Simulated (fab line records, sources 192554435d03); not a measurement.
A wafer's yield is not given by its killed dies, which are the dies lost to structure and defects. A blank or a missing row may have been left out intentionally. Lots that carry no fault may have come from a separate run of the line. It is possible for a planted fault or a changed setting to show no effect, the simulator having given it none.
fab line records | flow n5Finfet
record: lots: 4 wafers: 12 lastDay: 19
route steps=1938 shown WELL_APT@46 PMOS_HMC_CHANNEL_EPI@57 SD_EPI_N@284 BEOL_M4@1111 PASSIVATION@1936
lots untouched by any fault: they come from a run of this same line in which no faults occurred
startH: the number of hours between the record's first day and the start of the first shown wafer of the lot | waitH: time in hours since the lot's previous step | " the same as in the row above | L1.1+2: several wafers, shown together as one row | - value missing, or start not given | * or withheld: withheld | < > ~ a bound
route shown NAME@n: names a module that has steps shown in the file, with the first one's number in the route | usual: mean/standard deviation of fault-free wafers | same: alike in all rows | chamber/n: place in a boat | sites: the reading at each site | _std_site: standard deviation across them | _edge_site: inner sites' mean taken away from outer sites' mean | radiusMm: how far each site lies from the wafer's centre | mask NAME#n: copy n | behind: the last tool/chamber to shape the wafer | hold: reason for holding the lot/hours on hold/outcome of the hold | device: which transistor (n, p or np) failed to switch | end of line: at the end of the route, the tests of the same wafers | step lacking rows: just its recipe | killed: at the first sort, the dies lost to defects and structure; wafer yield is something else | map: a wafer's dies, marking killed ones x, the rest . and places with no die _
set.NAME: the run value of the setting; set.NAME@STEP: its run value at that earlier step | model.NAME: the simulator's own value behind a step, which no gauge read
certain route steps with their lots: each step a table, each wafer a row
services: the hour from which a tool's chamber was out of use, counted from the record's first day as startH (under 0 if before that day), plus the number of hours and why
== steps ==
step: N5_WELL_APT_DESCUM_30
recipe: chemistry: O2 timeS: 7.9 sourcePowerW: 50 biasPowerW: 20 pressureMtorr: 20 rfFrequencyHz: 2.712e+07 tempC: 40 o2FlowSccm: 225
step: N5_WELL_APT_IMPLANT_31
recipe: species: B energyKev: 60 doseCm2: 1.5e+13 tiltDeg: 0 rotationDeg: 0
step: N5_WELL_APT_IMPLANT_32
recipe: species: BF2 energyKev: 50 doseCm2: 2e+13 tiltDeg: 0 rotationDeg: 0
step: N5_WELL_APT_STRIP_33
recipe: chemistry: SPM timeS: 900 tempC: 130 h2so4H2o2VolRatio: 4 dry: ipaMarangoni
step: N5_WELL_APT_RTA_34
recipe: tempC: 1000 timeS: 10 ambient: N2 idleTempC: 600 rampUpCPerS: 150 rampDownCPerS: 60 coolToC: 600
step: N5_WELL_APT_OXIDE_STRIP_42
recipe: chemistry: dHF dilution: 25:1 timeS: 45 tempC: 25 target: SiO2 targetDepthA: 120
step: N5_WELL_APT_PRECLEAN_36
recipe: chemistry: O3/DIW timeS: 45 tempC: 22 o3Ppm: 10
step: N5_WELL_APT_PRECLEAN_39
recipe: chemistry: dHF timeS: 60 dilution: 150:1 tempC: 25
step: N5_WELL_APT_SRD_37
recipe: dry: ipaMarangoni doPpb: 5 timeS: 30 tempC: 23 rinseLiquid: diw
step: N5_WELL_APT_EPI_41
recipe: material: Si targetThkA: 500 tempC: 650 precursor: SiH4/H2 pressureTorr: 20 timeS: 297.7
usual: runLengthS: 357/3.8 susceptor_temp_C_max: 651.3/0.55 throttleValvePct: 11.2/0.35
columns lot.wafer tool chamber startH waitH runLengthS susceptor_temp_C_max throttleValvePct model.Si_of_WELL_APT_EPI_41.thkNm
L191.1 epiRpcvd-02 0 70.41 0.0 362 650.7 11.7 50.32
L191.2 " 0 " " 362 650.8 11.8 50.08
L191.6 " 0 " " 362 650.8 11.6 50.23
L198.3 epiRpcvd-02 0 112.75 0.2 499 650.6 11.5 74.37
L198.4 " 0 " " 499 651.1 11.6 73.86
L198.5 " 0 " " 500 650.4 11.6 74.15
L199.1 epiRpcvd-02 0 118.06 0.0 499 650.7 11.6 73.5
L199.5 " 0 " " 499 650.9 11.7 73.42
L199.6 " 0 " " 499 650.8 11.6 73.48
L205.1 epiRpcvd-01 0 154.18 0.0 366 650.7 11.1 49.3
L205.2 " 0 " " 366 650.7 11.1 48.79
L205.6 " 0 " " 364 651.1 11.0 49.91
step: N5_PMOS_HMC_CHANNEL_EPI_HM_DEP_34
recipe: material: SiO2 targetThkA: 360 tempC: 400 precursor: TEOS/O2 pressureTorr: 6.5 rfW: 900 teosFlowSccm: 161.4 gas: O2 flowSccm: 2650 timeS: 6.9
step: N5_PMOS_HMC_CHANNEL_EPI_COAT_31
recipe: resist: BARC tempC: 205 timeS: 60 spinRpm: 1500 resistThkNm: 66
step: N5_PMOS_HMC_CHANNEL_EPI_COAT_03
recipe: resist: CAR-ArF-block spinRpm: 1500 resistThkNm: 205
step: N5_PMOS_HMC_CHANNEL_EPI_EBR_05
recipe: solvent: PGMEA ebrWidthMm: 1.5
step: N5_PMOS_HMC_CHANNEL_EPI_SOFTBAKE_04
recipe: tempC: 110 timeS: 60 resist: CAR-ArF-block
step: N5_PMOS_HMC_CHANNEL_EPI_EXPOSE_06
recipe: maskId: PMOS_HMC_BLK na: 1.35 sourceShape: conventional sigmaOuter: 0.8 polarization: unpolarized targetCdNm: 240 doseMj: 41
step: N5_PMOS_HMC_CHANNEL_EPI_PEB_07
recipe: pebTempC: 110 pebTimeS: 60 resist: CAR-ArF-block
step: N5_PMOS_HMC_CHANNEL_EPI_DEVELOP_08
recipe: developTimeS: 30 developer: TMAH resist: CAR-ArF-block devTempC: 23 rinseLiquid: diw dry: airSpin
step: N5_PMOS_HMC_CHANNEL_EPI_DESCUM_14
recipe: chemistry: O2 timeS: 7.9 sourcePowerW: 50 biasPowerW: 20 pressureMtorr: 20 rfFrequencyHz: 2.712e+07 tempC: 40 resist: CAR-ArF-block o2FlowSccm: 225
step: N5_PMOS_HMC_CHANNEL_EPI_ETCH_32
recipe: chemistry: N2/H2 target: BARC stopOn: SiO2 targetDepthA: 858 overEtchFrac: 0.3 timeS: 50.3 ionEnergyEv: 200 maskMaterial: CAR-ArF-block pressureMtorr: 30 sourceW: 840 biasW: 150 n2FlowSccm: 200 h2FlowSccm: 200
step: N5_PMOS_HMC_CHANNEL_EPI_HM_OPEN_15
recipe: chemistry: CHF3/O2 target: SiO2 maskMaterial: CAR-ArF-block targetDepthA: 406 CHF3_flow_sccm: 50 O2_flow_sccm: 5 Ar_flow_sccm: 200 timeS: 20.3 pressureMtorr: 30 sourceW: 650 biasW: 170 ionEnergyEv: 200
step: N5_PMOS_HMC_CHANNEL_EPI_STRIP_33
recipe: chemistry: N2/H2 powerW: 500 tempC: 40 pressureMtorr: 50 rfFrequencyHz: 6e+07 overashFraction: 0.3 biasPowerW: 8 h2Frac: 0.5 n2FlowSccm: 300 h2FlowSccm: 300
step: N5_PMOS_HMC_CHANNEL_EPI_STRIP_17
recipe: chemistry: SPM timeS: 750 tempC: 130 h2so4H2o2VolRatio: 4 dry: ipaMarangoni
step: N5_PMOS_HMC_CHANNEL_EPI_ETCH_38
recipe: chemistry: CF4 target: SiO2 targetDepthA: 15 ionEnergyEv: 350 pressureMtorr: 10 icpW: 800 biasW: 400 cf4FlowSccm: 80
step: N5_PMOS_HMC_CHANNEL_EPI_FIN_RECESS_16
recipe: chemistry: HBr/Cl2 target: Si maskMaterial: SiO2 targetDepthA: 540 timeS: 18 pressureMtorr: 10 icpW: 800 biasW: 75 HBr_flow_sccm: 150 Cl2_flow_sccm: 80
step: N5_PMOS_HMC_CHANNEL_EPI_PRECLEAN_36
recipe: chemistry: O3/DIW timeS: 45 tempC: 22 o3Ppm: 10
step: N5_PMOS_HMC_CHANNEL_EPI_PRECLEAN_18
recipe: chemistry: DHF timeS: 30 tempC: 25 dilution: withheld
step: N5_PMOS_HMC_CHANNEL_EPI_SRD_19
recipe: dry: ipaMarangoni doPpb: 5 timeS: 30 tempC: 23 rinseLiquid: diw
step: N5_PMOS_HMC_CHANNEL_EPI_EPI_20
recipe: material: SiGe30 maskMaterial: SiO2 pressureTorr: 20 targetThkA: 590 tempC: 600
step: N5_PMOS_HMC_CHANNEL_EPI_HM_STRIP_35
recipe: chemistry: dHF tempC: 25 material: SiO2 target: SiO2 targetDepthA: 396 timeS: 216
step: N5_PMOS_HMC_CHANNEL_EPI_SRD_39
recipe: dry: ipaMarangoni timeS: 30 tempC: 23 rinseLiquid: diw
step: N5_PMOS_HMC_CHANNEL_EPI_CMP_21
recipe: material: SiGe30 postCmpClean: alkalineBrush targetThkNm: 54
step: N5_PMOS_HMC_CHANNEL_EPI_PRECLEAN_40
recipe: chemistry: DHF timeS: 30 tempC: 25 dilution: withheld
step: N5_PMOS_HMC_CHANNEL_EPI_PRECLEAN_37
recipe: chemistry: O3/DIW timeS: 45 tempC: 22 o3Ppm: 10
step: N5_SD_EPI_N_STRIP_18
recipe: chemistry: SPM timeS: 750 tempC: 130 h2so4H2o2VolRatio: 4
columns lot.wafer tool chamber startH waitH model.Si_of_WELL_APT_EPI_41.thkNm
L191.1 wetBench-02 0 105.25 0.0 9.2
L191.2 " 7 " " 8
L191.6 " 5 " " 8.2
L198.3 wetBench-06 0 144.65 0.0 32.2
L198.4+5 " 6,7 " " 32
L199.1 wetBench-06 3 150.45 0.0 30.6
L199.5 " 2 " " 32.6
L199.6 " 1 " " 33.6
L205.1 wetBench-04 3 188.09 0.0 8.8
L205.2 " 7 " " 5.8
L205.6 " 2 " " 9
step: N5_BEOL_M4_RC_MEAS_101
usual: CJ_N: 4.32/0.099 CJ_P: 5.74/0.26 DIBL_N: 36.5/2.2 DIBL_P: 36.9/2.9 IOFF_N: 0.17/0.044 IOFF_N_85C: 3.2/0.72 IOFF_P: 0.22/0.052 IOFF_P_85C: 3.8/0.76 ION_N: 671/16 ION_P: 461/10 RS_NWELL: 1036/7.6 RS_PWELL: 3012/24 SS_N: 71.6/0.73 SS_P: 73.5/0.79 VT_N: 250/4.1 VT_P: -250/4.1
columns lot.wafer tool chamber startH waitH CJ_N CJ_P DIBL_N[mV/V] DIBL_P[mV/V] IOFF_N[nA/um] IOFF_N_85C[nA/um] IOFF_P[nA/um] IOFF_P_85C[nA/um] ION_N[uA/um] ION_P[uA/um] RS_NWELL[ohm/sq] RS_PWELL[ohm/sq] SS_N[mV/dec] SS_P[mV/dec] VT_N[mV] VT_P[mV]
L191.1 prober-01 0 233.96 0.0 4.25 5.71 38.4 38.7 0.22 4.0 0.30 5.1 677 473 1026 2992 72.2 74.4 243 -245
L191.2 " 0 " " 4.33 6.20 39.4 39.3 0.21 4.0 0.30 5.0 680 469 1039 2997 72.2 74.0 245 -244
L191.6 " 0 " " 4.35 5.35 34.0 32.1 0.13 2.6 0.17 3.2 680 465 1015 2969 70.7 72.2 250 -254
L198.3 prober-02 0 287.28 0.3 2.61 2.24 40.4 35.8 0.32 5.6 0.25 4.2 694 473 991 2586 76.6 74.0 248 -247
L198.4 " 0 " " 2.60 2.25 50.3 43.9 1.27 17.6 0.53 7.9 711 478 987 2582 85.4 77.7 239 -244
L198.5 " 0 " " 2.59 2.26 41.5 38.2 0.40 6.7 0.32 5.3 703 483 1001 2571 76.9 75.2 245 -248
L199.1 prober-02 0 290.62 0.0 2.60 2.26 51.0 39.1 1.39 18.8 0.40 6.4 685 467 988 2575 93.0 77.5 245 -246
L199.5 " 0 " " 2.59 2.23 41.0 41.8 0.36 6.1 0.39 6.2 692 480 999 2557 75.1 76.4 244 -242
L199.6 " 0 " " 2.57 2.27 41.4 43.8 0.42 6.7 0.77 11.1 658 462 998 2559 78.2 82.7 250 -246
L205.1 prober-01 0 340.34 0.0 4.27 5.99 39.0 41.7 0.23 4.2 0.29 4.8 690 480 1042 3031 73.1 74.8 244 -245
L205.2 " 0 " " 4.51 5.66 36.1 36.9 0.15 2.9 0.20 3.6 665 458 1036 3028 72.1 73.8 252 -250
L205.6 " 0 " " 4.32 5.75 36.4 37.6 0.15 3.0 0.21 3.7 662 450 1042 3007 71.4 73.3 248 -250
step: N5_PASSIVATION_PROBE_49
usual: defectLimitedYield: 91.3/1.4 killed_at_M0_to_M3: 36/10 killed_at_M4_up: 13/5.4 killedAtContacts: 12/5.3 killedAtFrontEnd: 39/10 killedAtOther: 3.2/2.7 killedDies: 103/16 killedOpen: 68/13 killedShort: 33/6.6 sort_bin_4_leakage: 0.01/0.031 sort_bin_5_function: 5.1/0.92 sort_bin_6_memory: 3.3/0.68 sortNPass: 1077/17 sortYieldPct: 91.2/1.4
same: grossDies: 1180 killedAtBackSide: 0 sort_bin_8_speed[%]: 0
columns lot.wafer tool chamber startH waitH defectLimitedYield[%] killed_at_M0_to_M3 killed_at_M4_up killedAtContacts killedAtFrontEnd killedAtOther killedDies killedOpen killedShort sort_bin_4_leakage[%] sort_bin_5_function[%] sort_bin_6_memory[%] sortNPass sortYieldPct[%]
L191.1 prober-02 - 345.42 0.0 91.4 20 5 13 62 1 101 78 21 0 4.9 3.6 1079 91.4
L191.2 prober-02 - 345.47 0.1 91.5 31 12 6 50 1 100 59 38 0 5.0 3.2 1080 91.5
L191.6 prober-02 - 345.67 0.3 92.9 30 10 13 27 4 84 56 27 0 4.7 2.2 1096 92.9
L198.3 prober-02 - 395.78 0.5 91.4 33 18 5 45 0 101 55 42 0.68 5.8 2.2 1071 90.8
L198.4 prober-02 - 395.83 0.5 92.6 21 16 7 41 2 87 53 34 92.63 3.2 3.6 0 0
L198.5 prober-02 - 395.88 0.6 94.5 20 10 6 27 2 65 45 19 11.95 3.6 1.7 974 82.5
L199.1 prober-01 - 402.36 0.0 91.9 36 8 17 34 0 95 55 38 91.95 4.4 3.3 0 0
L199.5 prober-01 - 402.56 0.2 90.3 57 3 20 33 1 114 82 31 4.24 5.5 3.8 1016 86.1
L199.6 prober-01 - 402.61 0.3 90.2 41 11 27 33 4 116 87 26 71.19 4.9 4.7 224 19.0
killed by level:class
L191.1 STI_FIN_REVEAL:geometricParticle:open=32 MOL_CONTACT_COAG:geometricParticle:open=11 STARTING-WAFER:geometricParticle:open=7 FIN_SAQP:geometricParticle:open=6 BEOL_M0_SAQP:geometricParticle:short=4 BEOL_M1:geometricParticle:open=4 BEOL_M2:geometricParticle:open=4 STI_FIN_REVEAL:geometricParticle:short=3
L191.2 STI_FIN_REVEAL:geometricParticle:open=13 BEOL_M0_SAQP:geometricParticle:short=9 FIN_SAQP:geometricParticle:open=8 FIN_SAQP:geometricParticle:short=6 STARTING-WAFER:geometricParticle:open=6 MOL_CONTACT_COAG:geometricParticle:open=5 BEOL_M0_SAQP:geometricParticle:open=5 BEOL_M1:geometricParticle:short=5
L191.6 MOL_CONTACT_COAG:geometricParticle:open=11 BEOL_M3:geometricParticle:open=7 FIN_SAQP:geometricParticle:open=6 BEOL_M0_SAQP:geometricParticle:short=6 FIN_SAQP:geometricParticle:short=5 BEOL_M5:geometricParticle:open=5 STI_FIN_REVEAL:geometricParticle:open=4 DUMMY_GATE:geometricParticle:open=4
L198.3 FIN_SAQP:geometricParticle:short=16 FIN_SAQP:geometricParticle:open=9 BEOL_M1:geometricParticle:open=7 BEOL_M2:geometricParticle:open=7 BEOL_M3:geometricParticle:open=7 BEOL_M4:geometricParticle:open=5 BEOL_M0_SAQP:geometricParticle:short=4 DUMMY_GATE:geometricParticle:open=3
L198.4 FIN_SAQP:geometricParticle:open=12 FIN_SAQP:geometricParticle:short=10 ILD0:geometricParticle:short=7 BEOL_M3:geometricParticle:open=7 MOL_CONTACT_COAG:geometricParticle:open=6 BEOL_M4:geometricParticle:open=6 BEOL_M2:geometricParticle:short=5 STI_FIN_REVEAL:geometricParticle:open=4
L198.5 BEOL_M1:geometricParticle:open=8 STARTING-WAFER:geometricParticle:short=6 MOL_CONTACT_COAG:geometricParticle:open=5 BEOL_M4:geometricParticle:open=5 DUMMY_GATE:geometricParticle:open=4 STARTING-WAFER:geometricParticle:open=4 FIN_SAQP:geometricParticle:short=3 FIN_SAQP:geometricParticle:open=3
L199.1 MOL_CONTACT_COAG:geometricParticle:open=14 BEOL_M0_SAQP:geometricParticle:short=9 STI_FIN_REVEAL:geometricParticle:open=8 STI_FIN_REVEAL:geometricParticle:short=6 GATE_CUT:geometricParticle:short=6 BEOL_M0_SAQP:geometricParticle:open=6 BEOL_M3:geometricParticle:open=5 BEOL_M4:geometricParticle:open=5
L199.5 STI_FIN_REVEAL:geometricParticle:open=17 MOL_CONTACT_COAG:geometricParticle:open=15 BEOL_M2:geometricParticle:open=15 BEOL_M0_SAQP:geometricParticle:short=9 BEOL_M3:geometricParticle:open=9 BEOL_M0:geometricParticle:open=6 BEOL_M1:geometricParticle:open=6 MOL_CONTACT_COAG:geometricParticle:short=5
L199.6 MOL_CONTACT_COAG:geometricParticle:open=23 BEOL_M1:geometricParticle:open=12 BEOL_M2:geometricParticle:open=11 STI_FIN_REVEAL:geometricParticle:open=7 BEOL_M0_SAQP:geometricParticle:open=6 BEOL_M4:geometricParticle:open=6 FIN_SAQP:geometricParticle:open=4 FIN_SAQP:geometricParticle:short=4
map L198.3 (x killed, . not)
_________________..x.....x...________________
______________.x..x...........x._____________
___________...................x....__________
__________......................xx.._________
________................x............._______
_______................................______
______.x.............x..x..............._____
_____..x....x..............xx....x.......____
____..x............x.........x........x...___
___...........x...................x........__
___....x.........................x..x...x..__
__........x..x.......................x......_
__..............x...x......................._
_.x.x..x................x............x.......
_...............x........x.x...........x.....
_.................................x..........
_x.................x..x....................x.
_x.xx.......................x................
_.............x....x.............x...........
_.x....................x.x....x..............
_...x..x.....................x..x.....x......
__........x..x............................xx_
__........x...........x....................._
___.........................x..............__
___......x.........x.......................__
____........x...........x............x....___
_____x.x..............x...............x.x____
______.....x...............x.x.....x.x.._____
_______....x.......x................x..______
________.............................x_______
__________.....xx....x.......x.....x_________
___________......x..x..............__________
______________..x..x....x..x.x.._____________
_________________.........x..________________
map L199.6 (x killed, . not)
_________________.x.....x....________________
______________..............x..x_____________
___________.........x..............__________
__________.......................x.._________
________.................x............_______
_______.x................x..x.....x....______
______..............x..............x...._____
_____............x..x..x....x.....x....x.____
____....x...x..........x......x....x...x..___
___...x...............x....x.....x..x...x..__
___.......x...................x...x........__
__.................x............x..........._
__....x........x......x.x.................x._
_.............x.............x.x.....x..x.....
_x.x............x.......................x....
_...x..........x...........x...x.............
_.xx..............xx.........................
_........................x.x..x.....x........
_.........x.x.....x.x............x..x.......x
_......xx...........x.............xx.........
_......x.........x...........................
__............x.....xx.........x............_
__......x..........................x......x._
___........................xx...x....x..x..__
___..x...............x....xx...............__
____......................................___
_____x.x..........x.............x........____
______.......x.x...........x.x.....x...._____
_______.x.x....xx....................x.______
________.....x......x................._______
__________............x.x..x....x..._________
___________.....x..................__________
______________......x....x......_____________
_________________.......x....________________
== services ==
columns tool chamber startH hours kind
epiRpcvd-01 - 48.05 27.2 pm
epiRpcvd-01 - 115.38 1.9 repair
wetBench-04 - 161.40 1.6 repair
== key ==
firstSign: step: N5_WELL_APT_EPI_41 reading: runLengthS direction: up sigmas: 38 usual: * struck: *
effect: step: N5_BEOL_M4_RC_MEAS_101 reading: RS_PWELL direction: down sigmas: 19 usual: 3012 struck: 2572
effect: step: N5_BEOL_M4_RC_MEAS_101 reading: CJ_N direction: down sigmas: 17 usual: 4.32 struck: 2.59
effect: step: N5_BEOL_M4_RC_MEAS_101 reading: CJ_P direction: down sigmas: 13 usual: 5.74 struck: 2.25
effect: step: N5_BEOL_M4_RC_MEAS_101 reading: SS_N direction: up sigmas: 13 usual: 71.6 struck: 80.9
effect: step: N5_BEOL_M4_RC_MEAS_101 reading: IOFF_N direction: up sigmas: 12 usual: 0.17 struck: 0.69
effect: step: N5_BEOL_M4_RC_MEAS_101 reading: IOFF_N_85C direction: up sigmas: 9.8 usual: 3.2 struck: 10.3
effect: step: N5_BEOL_M4_RC_MEAS_101 reading: RS_NWELL direction: down sigmas: 5.5 usual: 1036 struck: 994
effect: step: N5_BEOL_M4_RC_MEAS_101 reading: SS_P direction: up sigmas: 4.8 usual: 73.5 struck: 77.2 wafersMoved: 5
effect: step: N5_BEOL_M4_RC_MEAS_101 reading: IOFF_P direction: up sigmas: 4.3 usual: 0.22 struck: 0.44 wafersMoved: 5
effect: step: N5_BEOL_M4_RC_MEAS_101 reading: IOFF_P_85C direction: up sigmas: 4 usual: 3.8 struck: 6.9 wafersMoved: 5
effect: step: N5_BEOL_M4_RC_MEAS_101 reading: DIBL_N direction: up sigmas: 3.5 usual: 36.5 struck: 44.3 wafersMoved: 5
effect: step: N5_PASSIVATION_PROBE_49 reading: sort_bin_4_leakage direction: up sigmas: 99+ usual: 0.01 struck: 45.44
modelEffect: step: N5_WELL_APT_EPI_41 value: Si_of_WELL_APT_EPI_41.thkNm without: 49.68 struck: 73.8
modelEffect: step: N5_SD_EPI_N_STRIP_18 value: Si_of_WELL_APT_EPI_41.thkNm without: 8.067 struck: 32.17
metAt N5_WELL_APT_EPI_41
struckWafers L198.3,L198.4,L198.5,L199.1,L199.5,L199.6
onsetBetween 70.41 112.75
fault: kind: processParameterDrift tool: epiRpcvd-02 chamber: - onsetH: 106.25 steps: N5_WELL_APT_EPI_41 channel: timeS offset: * shape: step endH: 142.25 actsIn: * stated: *
